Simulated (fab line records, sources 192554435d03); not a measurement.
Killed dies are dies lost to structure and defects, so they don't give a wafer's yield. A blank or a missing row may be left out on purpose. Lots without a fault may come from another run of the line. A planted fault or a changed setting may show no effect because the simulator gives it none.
Chamber matching | flow n5_finfet | N5_BEOL_M6_STRIP_19 on rie_diel-01: 4 sister chambers
The step strips in O2. 16 wafers are shown with their chamber, then 8 later ones without.

WAFERS WITH THEIR CHAMBER
wafer  | chamber | showerhead_plenum_p_Torr (Torr) | throttle_valve_pct (%) | drypump_motor_current_A (A)
L074.1 | 0       | 2.15                            | 16.9                   | 6.4
L074.3 | 1       | 2.04                            | 16.7                   | 5.7
L074.6 | 2       | 2.02                            | 17.2                   | 6.5
L077.1 | 1       | 2.04                            | 16.7                   | 5.8
L077.4 | 2       | 2.02                            | 17.2                   | 6.6
L077.5 | 2       | 2.02                            | 17.2                   | 6.6
L085.2 | 0       | 2.14                            | 17.0                   | 6.4
L085.3 | 3       | 2.04                            | 16.3                   | 5.9
L085.4 | 2       | 2.01                            | 17.2                   | 6.5
L089.2 | 0       | 2.14                            | 17.0                   | 6.4
L089.3 | 2       | 2.01                            | 17.2                   | 6.5
L089.6 | 0       | 2.14                            | 17.0                   | 6.4
L088.1 | 2       | 2.01                            | 17.2                   | 6.5
L088.3 | 3       | 2.04                            | 16.4                   | 5.9
L088.6 | 0       | 2.14                            | 17.0                   | 6.4
L092.1 | 3       | 2.04                            | 16.4                   | 5.9

SIGNATURES (means of the wafers above)
reading                  | chamber 0 | chamber 1 | chamber 2 | chamber 3 | scatter within a chamber
showerhead_plenum_p_Torr | 2.1420    | 2.0400    | 2.0150    | 2.0400    | 0.00438
throttle_valve_pct       | 16.980    | 16.700    | 17.200    | 16.367    | 0.035
drypump_motor_current_A  | 6.400     | 5.750     | 6.533     | 5.900     | 0.0391
Rule: a wafer's distance from a chamber is the root of the sum, over the readings, of the square of ((its reading less the chamber's mean) divided by the reading's scatter). The wafer belongs to the nearest chamber; if the next one is less than 2 further off, it can't be placed. The scatter: the root of (the sum of the squares of (reading less its chamber's mean) over the shown wafers, divided by (wafers less chambers)).

WAFERS WITHOUT THEIR CHAMBER
wafer  | showerhead_plenum_p_Torr (Torr) | throttle_valve_pct (%) | drypump_motor_current_A (A)
L092.2 | 2.01                            | 17.2                   | 6.5
L092.6 | 2.04                            | 16.4                   | 5.9
L097.1 | 2.00                            | 17.3                   | 6.5
L097.2 | 2.02                            | 16.8                   | 5.7
L097.3 | 2.03                            | 16.4                   | 5.9
L097.4 | 2.14                            | 16.6                   | 6.4
L097.5 | 2.03                            | 16.4                   | 5.9
L097.6 | 2.00                            | 17.3                   | 6.6

WHICH CHAMBER EACH WENT THROUGH
wafer  | from the rows above | in truth
L092.2 | 2                   | 2
L092.6 | 3                   | 3
L097.1 | 2                   | 2
L097.2 | 1                   | 1
L097.3 | 3                   | 3
L097.4 | 0                   | 0
L097.5 | 3                   | 3
L097.6 | 2                   | 2
Placed correctly: 8 of 8. Can't be placed from these rows: 0. Placed wrongly: 0.
